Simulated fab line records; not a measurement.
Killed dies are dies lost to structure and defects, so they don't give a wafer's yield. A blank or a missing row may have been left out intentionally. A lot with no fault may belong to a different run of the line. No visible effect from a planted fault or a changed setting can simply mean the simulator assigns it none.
fab line records | flow n5-finfet
record lots=6 | wafers=18 | last-day=18
route steps=1938 shown ZERO_LAYER@9 WELL_APT@20 BEOL_M4@1111
lots that met no fault: from a run of the same line without faults
start-h: start of the lot's first displayed wafer, in hours after the record's first day | wait-h: hours since the lot's step before | " same as the row above | L1.1+2: one row covering several wafers at once | - no value, or no start given | * or withheld: withheld | < > ~ a bound
route shown NAME@n: names a module that has steps shown in the file, with the first one's number in the route | usual: mean and standard deviation over wafers with no fault | same: alike in all rows | chamber/n: place in a boat | sites: the reading at each site | _std_site: standard deviation across them | _edge_site: the outer-site mean with the inner-site mean subtracted | radius-mm: how far each site lies from the wafer's centre | mask NAME#n: copy n | behind: tool/chamber where the wafer was last shaped | hold: the reason the lot was held/the length of the hold in hours/how it ended | device: transistor that didn't switch, given as n, p or np | end of line: tests of these same wafers at the route's end | where a step has no rows: the recipe by itself | killed: dies that structure and defects cost at the first sort, which is not the same as the wafer's yield | map: the dies of a wafer, with x for killed, . for not killed, _ for no die there
set.NAME: setting as actually run; set.NAME@STEP: the setting as run at that earlier step | model.NAME: the simulator's own value behind a step, which no gauge read
a table for each step, a row for each wafer; lots at some steps of the route
services: when a tool's chamber went out of use (start-h, in hours from the record's first day, below 0 if earlier), for how many hours, and the reason
## steps
# step N5_ZERO_LAYER_EXPOSE_08
# recipe mask-id=ZERO | na=0.55 | source-shape=conventional | sigma-outer=0.8 | polarization=unpolarized | defocus-nm=0 | target-cd-nm=2000 | dose-mj=16.2
# step N5_ZERO_LAYER_PEB_09
# recipe peb-temp-c=withheld | peb-time-s=*
# step N5_ZERO_LAYER_DEVELOP_10
# recipe develop-time-s=60 | rinse-liquid=diw | dry=air-spin | dev-temp-c=21
# step N5_ZERO_LAYER_HARDBAKE_23
# recipe temp-c=130 | time-s=120
# step N5_ZERO_LAYER_CD_MEAS_11
# recipe target-cd-nm=2000 | landing-energy-ev=500 | detector=se-inlens
# usual cd-nm=1999.6/1.8
lot.wafer | tool      | chamber | start-h | wait-h | cd-nm
L780.1    | cd-sem-02 | 0       | 12.79   | -      | 1999.9
L780.2    | "         | 0       | "       | "      | 1999.9
L780.3    | "         | 0       | "       | "      | 1999.1
L785.2    | cd-sem-02 | 0       | 42.79   | -      | 2000.7
L785.3    | "         | 0       | "       | "      | 1998.2
L785.5    | "         | 0       | "       | "      | 2000.9
L788.2    | cd-sem-03 | 0       | 60.77   | -      | 2000.6
L788.3    | "         | 0       | "       | "      | 1998.8
L788.5    | "         | 0       | "       | "      | 1999.9
L791.1    | cd-sem-03 | 0       | 78.77   | -      | 1999.1
L791.3    | "         | 0       | "       | "      | 1998.4
L791.5    | "         | 0       | "       | "      | 1999.5
L792.1    | cd-sem-02 | 0       | 84.64   | -      | 2001.2
L792.2    | "         | 0       | "       | "      | 1999.8
L792.3    | "         | 0       | "       | "      | 1998.2
L803.1    | cd-sem-02 | 0       | 150.83  | -      | 1999.9
L803.5    | "         | 0       | "       | "      | 1996.3
L803.6    | "         | 0       | "       | "      | 1996.9
# step N5_ZERO_LAYER_DESCUM_16
# recipe chemistry=O2 | time-s=7.9 | source-power-w=50 | bias-power-w=20 | pressure-mtorr=20 | rf-frequency-hz=2.712e+07 | temp-c=40 | o2-flow-sccm=225
# usual drypump-motor-current-A=5.7/0.44 | oes-product-au=0.77/0.066 | rf-fwd-power-W=49.29/0.23 | rf-vpp-V=242.9/1.4 | showerhead-plenum-p-Torr=2.08/0.072 | temp-c=40.00/0.11 | throttle-valve-pct=20.50/0.19
lot.wafer | tool        | chamber | start-h | wait-h | drypump-motor-current-A | oes-product-au | rf-fwd-power-W | rf-hours-counter-h | rf-vpp-V | showerhead-plenum-p-Torr | temp-c | throttle-valve-pct
L780.1    | rie-diel-05 | 2       | 12.83   | 0.0    | 6.3                     | 0.80           | 49.37          | 116                | 243.9    | 2.12                     | 39.88  | 20.31
L780.2    | "           | 3       | "       | "      | 6.1                     | 0.75           | 49.83          | 140                | 244.8    | 2.18                     | 40.01  | 20.55
L780.3    | "           | 1       | "       | "      | 5.8                     | 0.80           | 49.57          | 127                | 243.4    | 2.11                     | 40.04  | 20.68
L785.2    | rie-diel-04 | 0       | 42.84   | 0.0    | 5.1                     | 0.77           | 48.88          | 116                | 242.1    | 2.02                     | 40.13  | 20.65
L785.3    | "           | 1       | "       | "      | 5.2                     | 0.87           | 49.28          | 49                 | 242.9    | 2.13                     | 40.02  | 20.59
L785.5    | "           | 1       | "       | "      | 5.2                     | 0.87           | 49.52          | -                  | 244.0    | 2.13                     | 40.17  | 20.57
L788.2    | rie-diel-04 | 0       | 60.81   | 0.0    | 5.1                     | 0.77           | 49.05          | 121                | 243.4    | 2.02                     | 39.99  | 20.65
L788.3    | "           | 3       | "       | "      | 5.9                     | 0.65           | 49.47          | 244                | 241.5    | 1.99                     | 40.04  | 20.48
L788.5    | "           | 3       | "       | "      | 5.9                     | 0.66           | 49.28          | -                  | 241.2    | 1.99                     | 39.82  | 20.48
L791.1    | rie-diel-05 | 2       | 78.81   | 0.0    | 6.3                     | 0.79           | 49.26          | 134                | 244.4    | 2.11                     | 39.77  | 20.32
L791.3    | "           | 3       | "       | "      | 6.1                     | 0.75           | 49.66          | 156                | 244.9    | 2.18                     | 39.87  | 20.57
L791.5    | "           | 1       | "       | "      | 5.8                     | 0.79           | 49.42          | -                  | 242.2    | 2.11                     | 40.01  | 20.71
L792.1    | rie-diel-04 | 0       | 84.72   | 0.1    | 5.1                     | 0.77           | 49.15          | 127                | 241.4    | 2.01                     | 40.09  | 20.67
L792.2    | "           | 2       | "       | "      | 6.1                     | 0.72           | 49.25          | 190                | 244.8    | 2.07                     | 39.93  | 20.61
L792.3    | "           | 3       | "       | "      | 5.9                     | 0.66           | 49.49          | 246                | 242.6    | 1.99                     | 40.02  | 20.48
L803.1    | rie-diel-04 | 3       | 151.44  | 0.6    | 5.9                     | 0.94           | 49.07          | 12                 | 244.9    | 2.25                     | 39.91  | 20.19
L803.5    | "           | 2       | "       | "      | 6.1                     | 0.71           | 49.29          | -                  | 242.4    | 2.06                     | 39.99  | 20.63
L803.6    | "           | 3       | "       | "      | 5.9                     | 0.94           | 48.95          | -                  | 244.5    | 2.25                     | 39.87  | 20.22
# step N5_ZERO_LAYER_ETCH_17
# recipe chemistry=CF4 | target=SiO2 | target-depth-a=120 | time-s=13.3 | ion-energy-ev=350 | pressure-mtorr=40 | source-w=450 | bias-w=215 | Ar_flow_sccm=100 | cf4-flow-sccm=100
# usual drypump-motor-current-A=5.7/0.44 | mfc-ar-sccm=100.0/0.33 | oes-product-au=0.78/0.069 | rf-fwd-power-W=445.7/1.9 | rf-vpp-V=948/4.4 | showerhead-plenum-p-Torr=2.13/0.067 | throttle-valve-pct=15.70/0.18
lot.wafer | tool        | chamber | start-h | wait-h | drypump-motor-current-A | mfc-ar-sccm | oes-product-au | rf-fwd-power-W | rf-hours-counter-h | rf-vpp-V | showerhead-plenum-p-Torr | throttle-valve-pct
L780.1    | rie-diel-05 | 2       | 12.86   | 0.0    | 6.3                     | 99.8        | 0.80           | 446.7          | 116                | 949      | 2.16                     | 15.45
L780.2    | "           | 3       | "       | "      | 6.1                     | 100.2       | 0.76           | 450.2          | 140                | 953      | 2.22                     | 15.73
L780.3    | "           | 1       | "       | "      | 5.8                     | 100.0       | 0.80           | 447.1          | 127                | 949      | 2.15                     | 15.78
L785.2    | rie-diel-04 | 0       | 42.88   | 0.0    | 5.1                     | 99.5        | 0.79           | 443.5          | 116                | 945      | 2.06                     | 15.77
L785.3    | "           | 1       | "       | "      | 5.2                     | 100.3       | 0.89           | 447.7          | 49                 | 950      | 2.18                     | 15.73
L785.5    | "           | 1       | "       | "      | 5.2                     | 101.1       | 0.89           | 446.8          | -                  | 951      | 2.18                     | 15.72
L788.2    | rie-diel-04 | 0       | 60.84   | 0.0    | 5.2                     | 100.1       | 0.78           | 444.3          | 121                | 944      | 2.06                     | 15.80
L788.3    | "           | 3       | "       | "      | 5.9                     | 100.3       | 0.67           | 446.8          | 244                | 941      | 2.02                     | 15.65
L788.5    | "           | 3       | "       | "      | 5.9                     | 100.4       | 0.67           | 446.2          | -                  | 942      | 2.02                     | 15.67
L791.1    | rie-diel-05 | 2       | 78.84   | 0.0    | 6.3                     | 99.6        | 0.79           | 448.6          | 134                | 950      | 2.15                     | 15.47
L791.3    | "           | 3       | "       | "      | 6.1                     | 99.6        | 0.74           | 448.6          | 156                | 953      | 2.22                     | 15.75
L791.5    | "           | 1       | "       | "      | 5.8                     | 100.5       | 0.78           | 445.4          | -                  | 950      | 2.14                     | 15.79
L792.1    | rie-diel-04 | 0       | 84.76   | 0.0    | 5.1                     | 99.9        | 0.79           | 445.7          | 127                | 943      | 2.06                     | 15.80
L792.2    | "           | 2       | "       | "      | 6.1                     | 99.5        | 0.71           | 443.5          | 190                | 948      | 2.14                     | 15.88
L792.3    | "           | 3       | "       | "      | 5.9                     | 99.8        | 0.66           | 446.0          | 246                | 941      | 2.02                     | 15.69
L803.1    | rie-diel-04 | 3       | 151.48  | 0.0    | 5.9                     | 100.5       | 0.93           | 446.6          | 12                 | 959      | 2.27                     | 15.23
L803.5    | "           | 2       | "       | "      | 6.1                     | 100.4       | 0.69           | 445.5          | -                  | 948      | 2.13                     | 15.96
L803.6    | "           | 3       | "       | "      | 5.9                     | 100.1       | 0.95           | 445.1          | -                  | 957      | 2.27                     | 15.24
# step N5_ZERO_LAYER_ETCH_18
# recipe chemistry=HBr/Cl2 | target=Si | target-depth-a=1200 | time-s=40 | pressure-mtorr=10 | icp-w=800 | bias-w=75 | HBr_flow_sccm=150 | Cl2_flow_sccm=80
# usual drypump-motor-current-A=5.6/0.46 | oes-product-au=0.997/0.016 | rf-fwd-power-W=795.6/2.6 | throttle-valve-pct=36.28/0.25
lot.wafer | tool      | chamber | start-h | wait-h | drypump-motor-current-A | oes-product-au | rf-fwd-power-W | rf-hours-counter-h | throttle-valve-pct
L780.1    | rie-si-01 | 1       | 12.94   | 0.0    | 5.0                     | 1.003          | 796.8          | 79                 | 36.24
L780.2    | "         | 0       | "       | "      | 6.1                     | 0.975          | 793.2          | 56                 | 35.91
L780.3    | "         | 2       | "       | "      | 4.9                     | 1.016          | 797.6          | 1                  | 36.17
L785.2    | rie-si-04 | 1       | 42.95   | 0.0    | 5.1                     | 0.988          | 795.6          | 102                | 35.98
L785.3    | "         | 0       | "       | "      | 5.7                     | 0.991          | 797.5          | 183                | 36.00
L785.5    | "         | 2       | "       | "      | 5.6                     | 1.021          | 793.8          | -                  | 36.59
L788.2    | rie-si-01 | 1       | 60.91   | 0.0    | 4.9                     | 0.993          | 795.2          | 80                 | 36.24
L788.3    | "         | 2       | "       | "      | 4.9                     | 1.019          | 789.4          | 1                  | 36.18
L788.5    | "         | 0       | "       | "      | 6.1                     | 0.970          | 796.5          | -                  | 35.92
L791.1    | rie-si-04 | 2       | 78.92   | 0.0    | 5.6                     | 1.022          | 794.8          | 32                 | 36.57
L791.3    | "         | 1       | "       | "      | 5.1                     | 0.986          | 797.5          | 103                | 35.99
L791.5    | "         | 3       | "       | "      | 5.1                     | 0.991          | 798.5          | -                  | 36.50
L792.1    | rie-si-06 | 0       | 84.83   | 0.0    | 5.8                     | 1.012          | 794.0          | 44                 | 36.57
L792.2    | "         | 2       | "       | "      | 6.2                     | 0.994          | 798.5          | 30                 | 35.95
L792.3    | "         | 1       | "       | "      | 6.2                     | 0.976          | 800.1          | 46                 | 36.31
L803.1    | rie-si-06 | 2       | 151.55  | 0.0    | 6.2                     | 1.000          | 798.2          | 31                 | 35.96
L803.5    | "         | 1       | "       | "      | 6.2                     | 0.977          | 796.5          | -                  | 36.31
L803.6    | "         | 0       | "       | "      | 5.9                     | 1.012          | 796.4          | -                  | 36.57
# step N5_ZERO_LAYER_STRIP_24
# recipe chemistry=O2 | power-w=1000 | temp-c=250 | overash-fraction=0.3 | pressure-mtorr=1000 | o2-flow-sccm=6750
# usual drypump-motor-current-A=5.5/0.43 | heater-power-w=319/37 | oes-product-au=0.648/0.0047 | strip-time-to-endpoint-s=43.84/0.081 | temp-c=250.06/0.19
lot.wafer | tool            | chamber | start-h | wait-h | drypump-motor-current-A | heater-power-w | oes-product-au | rf-hours-counter-h | strip-time-to-endpoint-s | temp-c
L780.1    | plasma-asher-01 | 0       | 13.04   | 0.1    | 5.3                     | 369            | 0.648          | 24                 | 43.77                    | 249.73
L780.2    | "               | 1       | "       | "      | 6.2                     | 316            | 0.642          | 24                 | 43.87                    | 249.88
L780.3    | "               | 1       | "       | "      | 6.2                     | 315            | 0.647          | -                  | 43.94                    | 249.90
L785.2    | plasma-asher-02 | 1       | 43.05   | 0.1    | 5.1                     | 270            | 0.643          | 77                 | 43.89                    | 249.88
L785.3    | "               | 1       | "       | "      | 5.1                     | 270            | 0.657          | -                  | 43.83                    | 249.85
L785.5    | "               | 0       | "       | "      | 5.3                     | 314            | 0.644          | -                  | 43.88                    | 250.50
L788.2    | plasma-asher-01 | 0       | 61.02   | 0.1    | 5.3                     | 368            | 0.649          | 36                 | 43.73                    | 249.86
L788.3    | "               | 1       | "       | "      | 6.2                     | 322            | 0.646          | -                  | 43.79                    | 249.95
L788.5    | "               | 1       | "       | "      | 6.2                     | 311            | 0.647          | -                  | 43.80                    | 250.10
L791.1    | plasma-asher-02 | 0       | 79.02   | 0.1    | 5.2                     | 308            | 0.651          | 83                 | 43.89                    | 250.23
L791.3    | "               | 1       | "       | "      | 5.1                     | 265            | 0.645          | -                  | 43.85                    | 250.49
L791.5    | "               | 0       | "       | "      | 5.2                     | 301            | 0.655          | -                  | 43.79                    | 250.27
L792.1    | plasma-asher-01 | 0       | 84.93   | 0.1    | 5.4                     | 378            | 0.646          | 40                 | 43.93                    | 250.11
L792.2    | "               | 1       | "       | "      | 6.2                     | 310            | 0.646          | 40                 | 43.97                    | 249.68
L792.3    | "               | 1       | "       | "      | 6.2                     | 312            | 0.643          | -                  | 43.88                    | 250.27
L803.1    | plasma-asher-02 | 1       | 151.72  | 0.1    | 5.1                     | 269            | 0.649          | 98                 | 43.89                    | 250.27
L803.5    | "               | 1       | "       | "      | 5.1                     | 275            | 0.659          | -                  | 43.81                    | 250.29
L803.6    | "               | 0       | "       | "      | 5.3                     | 306            | 0.656          | -                  | 43.86                    | 250.07
# step N5_ZERO_LAYER_STRIP_19
# recipe chemistry=SPM | time-s=900 | temp-c=130 | h2so4-h2o2-vol-ratio=4 | dry=ipa-marangoni
# step N5_ZERO_LAYER_INSPECT_20
# recipe inspect-instrument=darkfield | mode=post-clean
# usual raw-defect-count=34/14
lot.wafer | tool              | chamber | start-h | wait-h | raw-defect-count
L780.1    | defect-inspect-02 | -       | 13.40   | 0.0    | 41
L780.2    | "                 | -       | "       | "      | 26
L780.3    | "                 | -       | "       | "      | 41
L785.2    | defect-inspect-02 | -       | 43.41   | 0.0    | 44
L785.3    | "                 | -       | "       | "      | 38
L785.5    | "                 | -       | "       | "      | 22
L788.2    | defect-inspect-02 | -       | 61.58   | 0.2    | 23
L788.3    | "                 | -       | "       | "      | 41
L788.5    | "                 | -       | "       | "      | 33
L791.1    | defect-inspect-02 | -       | 79.38   | 0.0    | 47
L791.3    | "                 | -       | "       | "      | 25
L791.5    | "                 | -       | "       | "      | 51
L792.1    | defect-inspect-01 | -       | 85.29   | 0.0    | 37
L792.2    | "                 | -       | "       | "      | 41
L792.3    | "                 | -       | "       | "      | 45
L803.1    | defect-inspect-01 | -       | 152.08  | 0.0    | 44
L803.5    | "                 | -       | "       | "      | 64
L803.6    | "                 | -       | "       | "      | 37
# step N5_WELL_APT_HMDS_01
# recipe time-s=60 | temp-c=120
# step N5_WELL_APT_COAT_02
# recipe spin-rpm=1357 | resist-thk-nm=950
# usual spin-speed-rpm=1356.9/0.87
lot.wafer | tool           | chamber | start-h | wait-h | spin-speed-rpm | model.coat_of_WELL_APT_COAT_02.thk-nm
L780.1    | litho-track-04 | 0       | 13.44   | -      | 1357.7         | 953.4
L780.2    | "              | 0       | "       | "      | 1357.4         | 953
L780.3    | "              | 0       | "       | "      | 1357.4         | 953.1
L785.2    | litho-track-03 | 0       | 43.45   | -      | 1357.0         | 948.4
L785.3    | "              | 0       | "       | "      | 1356.5         | 946.8
L785.5    | "              | 0       | "       | "      | 1356.7         | 946.7
L788.2    | litho-track-04 | 0       | 61.62   | -      | 1404.7         | 939.3
L788.3    | "              | 0       | "       | "      | 1402.0         | 934.9
L788.5    | "              | 0       | "       | "      | 1402.5         | 936.3
L791.1    | litho-track-04 | 0       | 79.42   | -      | 1403.1         | 928.1
L791.3    | "              | 0       | "       | "      | 1402.9         | 930.4
L791.5    | "              | 0       | "       | "      | 1402.0         | 930.8
L792.1    | litho-track-03 | 0       | 85.33   | -      | 1357.3         | 946.2
L792.2    | "              | 0       | "       | "      | 1356.6         | 947.6
L792.3    | "              | 0       | "       | "      | 1358.0         | 947.5
L803.1    | litho-track-03 | 0       | 152.11  | -      | 1357.5         | 951
L803.5    | "              | 0       | "       | "      | 1356.2         | 948.6
L803.6    | "              | 0       | "       | "      | 1357.7         | 948
# step N5_WELL_APT_EBR_04
# recipe solvent=PGMEA | ebr-width-mm=1.5
# step N5_WELL_APT_SOFTBAKE_03
# recipe temp-c=130 | time-s=60
# step N5_WELL_APT_EXPOSE_05
# recipe mask-id=NWELL | na=0.8 | source-shape=conventional | sigma-outer=0.8 | polarization=unpolarized | defocus-nm=0 | target-cd-nm=200 | dose-mj=20.3
# step N5_WELL_APT_PEB_06
# recipe peb-temp-c=130 | peb-time-s=90
# step N5_WELL_APT_DEVELOP_07
# recipe develop-time-s=45 | rinse-liquid=surfactant-rinse | dry=air-spin | dev-temp-c=21
# step N5_WELL_APT_HARDBAKE_12
# recipe temp-c=130 | time-s=120
# step N5_WELL_APT_CD_MEAS_08
# recipe target-cd-nm=200 | landing-energy-ev=500 | detector=se-inlens
# usual cd-nm=200.8/1.7
lot.wafer | tool      | chamber | start-h | wait-h | cd-nm
L780.1    | cd-sem-01 | 0       | 13.83   | -      | 201.8
L780.2    | "         | 0       | "       | "      | 202.5
L780.3    | "         | 0       | "       | "      | 202.5
L785.2    | cd-sem-01 | 0       | 43.84   | -      | 199.9
L785.3    | "         | 0       | "       | "      | 202.1
L785.5    | "         | 0       | "       | "      | 197.8
L788.2    | cd-sem-01 | 0       | 62.01   | -      | 200.2
L788.3    | "         | 0       | "       | "      | 199.1
L788.5    | "         | 0       | "       | "      | 202.2
L791.1    | cd-sem-03 | 0       | 79.68   | -      | 203.0
L791.3    | "         | 0       | "       | "      | 202.0
L791.5    | "         | 0       | "       | "      | 202.6
L792.1    | cd-sem-03 | 0       | 85.60   | -      | 199.5
L792.2    | "         | 0       | "       | "      | 199.6
L792.3    | "         | 0       | "       | "      | 202.0
L803.1    | cd-sem-01 | 0       | 152.50  | -      | 202.0
L803.5    | "         | 0       | "       | "      | 203.5
L803.6    | "         | 0       | "       | "      | 201.7
# step N5_WELL_APT_OVL_MEAS_09
# recipe points-per-wafer=44
# usual NWELL_OVL=1/5.2
lot.wafer | tool       | chamber | start-h | wait-h | NWELL_OVL[nm]
L780.1    | overlay-02 | 0       | 13.86   | 0.0    | -2
L780.2    | "          | 0       | "       | "      | -3
L780.3    | "          | 0       | "       | "      | 5
L785.2    | overlay-02 | 0       | 43.87   | 0.0    | 4
L785.3    | "          | 0       | "       | "      | -4
L785.5    | "          | 0       | "       | "      | -2
L788.2    | overlay-02 | 0       | 62.04   | 0.0    | -4
L788.3    | "          | 0       | "       | "      | -6
L788.5    | "          | 0       | "       | "      | -3
L791.1    | overlay-01 | 0       | 79.71   | 0.0    | 0
L791.3    | "          | 0       | "       | "      | -3
L791.5    | "          | 0       | "       | "      | -7
L792.1    | overlay-02 | 0       | 85.63   | 0.0    | -3
L792.2    | "          | 0       | "       | "      | 3
L792.3    | "          | 0       | "       | "      | 2
L803.1    | overlay-01 | 0       | 152.53  | 0.0    | 2
L803.5    | "          | 0       | "       | "      | -10
L803.6    | "          | 0       | "       | "      | -3
# step N5_WELL_APT_INSPECT_10
# recipe mode=adi | inspect-instrument=macro
# usual raw-defect-count=2.1/1.5
lot.wafer | tool              | chamber | start-h | wait-h | raw-defect-count
L780.1    | defect-inspect-01 | -       | 13.88   | 0.0    | 3
L780.2    | "                 | -       | "       | "      | 2
L780.3    | "                 | -       | "       | "      | 1
L785.2    | defect-inspect-02 | -       | 43.90   | 0.0    | 1
L785.3    | "                 | -       | "       | "      | 0
L785.5    | "                 | -       | "       | "      | 3
L788.2    | defect-inspect-02 | -       | 62.07   | 0.0    | 2
L788.3    | "                 | -       | "       | "      | 3
L788.5    | "                 | -       | "       | "      | 1
L791.1    | defect-inspect-01 | -       | 79.74   | 0.0    | 1
L791.3    | "                 | -       | "       | "      | 2
L791.5    | "                 | -       | "       | "      | 1
L792.1    | defect-inspect-02 | -       | 85.65   | 0.0    | 3
L792.2    | "                 | -       | "       | "      | 4
L792.3    | "                 | -       | "       | "      | 7
L803.1    | defect-inspect-02 | -       | 152.56  | 0.0    | 0
L803.5    | "                 | -       | "       | "      | 0
L803.6    | "                 | -       | "       | "      | 3
# step N5_WELL_APT_DESCUM_13
# recipe chemistry=O2 | time-s=7.9 | source-power-w=50 | bias-power-w=20 | pressure-mtorr=20 | rf-frequency-hz=2.712e+07 | temp-c=40 | o2-flow-sccm=225
# usual drypump-motor-current-A=5.5/0.33 | oes-product-au=0.77/0.065 | rf-fwd-power-W=49.64/0.18 | rf-vpp-V=244.1/1.2 | showerhead-plenum-p-Torr=2.15/0.065 | temp-c=40.03/0.12 | throttle-valve-pct=20.48/0.18
lot.wafer | tool        | chamber | start-h | wait-h | drypump-motor-current-A | oes-product-au | rf-fwd-power-W | rf-hours-counter-h | rf-vpp-V | showerhead-plenum-p-Torr | temp-c | throttle-valve-pct | model.coat_of_WELL_APT_COAT_02.thk-nm
L780.1    | rie-diel-02 | 1       | 13.92   | 0.0    | 5.6                     | 0.74           | 49.30          | 147                | 244.3    | 2.20                     | 40.02  | 20.62              | 935.2
L780.2    | "           | 0       | "       | "      | 5.2                     | 0.71           | 49.71          | 232                | 243.1    | 1.98                     | 39.83  | 20.71              | 934.8
L780.3    | "           | 2       | "       | "      | 5.4                     | 0.75           | 49.91          | 163                | 245.3    | 2.20                     | 40.09  | 20.60              | 934.9
L785.2    | rie-diel-06 | 1       | 43.93   | 0.0    | 5.6                     | 0.75           | 49.65          | 165                | 242.3    | 2.20                     | 40.03  | 20.38              | 930.3
L785.3    | "           | 3       | "       | "      | 5.6                     | 0.71           | 49.85          | 233                | 242.6    | 2.06                     | 40.20  | 20.71              | 928.6
L785.5    | "           | 3       | "       | "      | 5.6                     | 0.71           | 49.78          | -                  | 241.7    | 2.06                     | 40.06  | 20.69              | 928.5
L788.2    | rie-diel-01 | 1       | 62.10   | 0.0    | 6.2                     | 0.85           | 49.52          | 51                 | 243.9    | 2.12                     | 39.90  | 20.24              | 921.1
L788.3    | "           | 3       | "       | "      | 5.3                     | 0.77           | 49.43          | 175                | 243.2    | 2.08                     | 40.16  | 20.28              | 916.8
L788.5    | "           | 1       | "       | "      | 6.1                     | 0.85           | 49.41          | -                  | 242.8    | 2.12                     | 39.83  | 20.24              | 918.1
L791.1    | rie-diel-06 | 0       | 79.77   | 0.0    | 5.2                     | 0.81           | 49.30          | 93                 | 244.7    | 2.20                     | 39.98  | 20.52              | 910
L791.3    | "           | 3       | "       | "      | 5.6                     | 0.70           | 49.85          | 243                | 242.3    | 2.05                     | 40.13  | 20.72              | 912.2
L791.5    | "           | 2       | "       | "      | 5.0                     | 0.76           | 49.75          | -                  | 244.8    | 2.18                     | 39.92  | 20.10              | 912.7
L792.1    | rie-diel-06 | 2       | 85.69   | 0.0    | 5.0                     | 0.76           | 49.85          | 138                | 246.0    | 2.18                     | 40.11  | 20.10              | 928.1
L792.2    | "           | 3       | "       | "      | 5.6                     | 0.70           | 49.61          | 246                | 243.1    | 2.05                     | 39.85  | 20.73              | 929.4
L792.3    | "           | 0       | "       | "      | 5.2                     | 0.80           | 49.52          | 95                 | 245.6    | 2.20                     | 39.75  | 20.54              | 929.4
L803.1    | rie-diel-02 | 2       | 152.59  | 0.0    | 5.4                     | 0.72           | 49.66          | 208                | 243.5    | 2.18                     | 39.97  | 20.66              | 932.8
L803.5    | "           | 2       | "       | "      | 5.4                     | 0.71           | 49.95          | -                  | 243.8    | 2.19                     | 39.97  | 20.64              | 930.4
L803.6    | "           | 3       | "       | "      | 5.9                     | 0.77           | 49.52          | -                  | 244.3    | 2.10                     | 40.04  | 20.54              | 929.8
# step N5_WELL_APT_IMPLANT_14
# recipe species=P | energy-kev=160 | dose-cm2=1.5e+13 | tilt-deg=0 | rotation-deg=0
# step N5_BEOL_M4_RC_MEAS_101
# usual DIBL_N=36.1/1.6 | DIBL_P=36.6/1.9 | IOFF_N=0.160/0.026 | IOFF_P=0.210/0.028 | ION_N=677/10 | ION_P=464/6.9 | SS_N=71.4/0.56 | SS_P=73.3/0.61 | VT_N=249.1/2.6 | VT_P=-250/3.3
lot.wafer | tool      | chamber | start-h | wait-h | DIBL_N[mV/V] | DIBL_P[mV/V] | IOFF_N[nA/um] | IOFF_P[nA/um] | ION_N[uA/um] | ION_P[uA/um] | SS_N[mV/dec] | SS_P[mV/dec] | VT_N[mV] | VT_P[mV]
L780.1    | prober-01 | 0       | 166.96  | 0.0    | 35.7         | 35.1         | 0.139         | 0.177         | 684          | 463          | 71.3         | 73.0         | 250.4    | -254
L780.2    | "         | 0       | "       | "      | 37.2         | 36.4         | 0.151         | 0.194         | 674          | 462          | 72.0         | 74.1         | 252.9    | -252
L780.3    | "         | 0       | "       | "      | 36.8         | 37.1         | 0.149         | 0.190         | 676          | 453          | 72.1         | 73.3         | 250.9    | -253
L785.2    | prober-02 | 0       | 212.25  | 0.2    | 36.2         | 36.4         | 0.149         | 0.216         | 669          | 463          | 70.9         | 73.2         | 248.7    | -249
L785.3    | "         | 0       | "       | "      | 36.6         | 36.5         | 0.161         | 0.213         | 672          | 463          | 71.0         | 72.6         | 247.2    | -249
L785.5    | "         | 0       | "       | "      | 36.6         | 37.5         | 0.152         | 0.228         | 668          | 469          | 71.4         | 72.8         | 251.5    | -249
L791.1    | prober-01 | 0       | 245.03  | 0.0    | 32.4         | 32.9         | 0.109         | 0.172         | 653          | 456          | 71.5         | 72.4         | 255.0    | -252
L791.3    | "         | 0       | "       | "      | 35.3         | 35.7         | 0.151         | 0.203         | 662          | 461          | 71.1         | 73.8         | 250.9    | -251
L791.5    | "         | 0       | "       | "      | 33.5         | 34.0         | 0.126         | 0.177         | 668          | 457          | 72.9         | 72.3         | 252.1    | -251
L788.2    | prober-01 | 0       | 248.25  | 0.2    | 36.9         | 38.4         | 0.197         | 0.249         | 676          | 464          | 72.4         | 73.6         | 248.7    | -246
L788.3    | "         | 0       | "       | "      | 35.1         | 36.1         | 0.152         | 0.201         | 680          | 462          | 71.3         | 73.3         | 250.6    | -252
L788.5    | "         | 0       | "       | "      | 36.4         | 38.5         | 0.190         | 0.250         | 689          | 471          | 71.6         | 73.7         | 249.5    | -247
L792.1    | prober-02 | 0       | 258.36  | 0.0    | 37.2         | 37.7         | 0.173         | 0.208         | 684          | 460          | 70.5         | 74.1         | 247.6    | -253
L792.2    | "         | 0       | "       | "      | 37.6         | 37.8         | 0.172         | 0.208         | 676          | 460          | 71.7         | 73.6         | 249.6    | -254
L792.3    | "         | 0       | "       | "      | 36.6         | 36.1         | 0.159         | 0.182         | 676          | 460          | 71.7         | 73.2         | 249.6    | -256
L803.1    | prober-02 | 0       | 328.40  | 0.0    | 35.9         | 36.2         | 0.165         | 0.220         | 675          | 465          | 71.3         | 72.9         | 248.0    | -247
L803.5    | "         | 0       | "       | "      | 36.9         | 37.6         | 0.188         | 0.245         | 692          | 470          | 72.3         | 73.3         | 245.3    | -247
L803.6    | "         | 0       | "       | "      | 33.7         | 34.3         | 0.128         | 0.188         | 654          | 455          | 71.6         | 72.3         | 249.6    | -251
## services
tool            | chamber | start-h | hours | kind
rie-si-06       | -       | -9.40   | 14.6  | pm
rie-diel-05     | -       | -6.46   | 14.6  | pm
rie-diel-01     | 1       | -5.09   | 7.7   | repair
rie-si-04       | 3       | 8.24    | 3.0   | repair
rie-diel-02     | 3       | 16.98   | 16.7  | repair
plasma-asher-02 | -       | 20.77   | 16.5  | repair
rie-diel-02     | -       | 38.00   | 14.6  | pm
rie-diel-01     | -       | 39.39   | 0.6   | repair
rie-diel-06     | -       | 58.20   | 0.8   | repair
rie-si-06       | -       | 59.42   | 0.6   | repair
rie-si-04       | -       | 65.56   | 0.1   | repair
rie-diel-04     | 3       | 72.64   | 7.9   | repair
rie-diel-01     | 1       | 81.67   | 5.2   | repair
rie-diel-02     | 2       | 82.00   | 6.6   | repair
rie-diel-01     | -       | 85.27   | 0.6   | repair
rie-diel-06     | 3       | 86.01   | 8.5   | repair
rie-diel-02     | 1       | 87.60   | 7.7   | repair
rie-diel-04     | 3       | 99.76   | -     | clean
rie-diel-04     | 3       | 99.76   | -     | consumable-replace:focus-ring
rie-diel-04     | 3       | 99.76   | -     | consumable-replace:showerhead
rie-diel-04     | 3       | 99.76   | 17.5  | scheduled-down
rie-diel-02     | 1       | 101.25  | 2.7   | repair
rie-si-01       | 0       | 101.29  | 23.3  | repair
rie-diel-06     | -       | 127.99  | 14.6  | pm
## key
first-sign step=N5_WELL_APT_COAT_02 | reading=spin-speed-rpm | direction=up | sigmas=53 | usual=* | struck=*
effect none on later readings
model-effect step=N5_WELL_APT_COAT_02 | value=coat_of_WELL_APT_COAT_02.thk-nm | without=949 | struck=933.3
model-effect step=N5_WELL_APT_DESCUM_13 | value=coat_of_WELL_APT_COAT_02.thk-nm | without=930.8 | struck=915.1
met-at N5_WELL_APT_COAT_02
struck-wafers L788.2,L788.3,L788.5,L791.1,L791.3,L791.5
onset-between 13.44 61.62
fault kind=process-parameter-drift | tool=litho-track-04 | chamber=- | onset-h=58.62 | steps=N5_WELL_APT_COAT_02 | channel=spin-rpm | offset=* | shape=step | end-h=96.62 | acts-in=* | stated=*
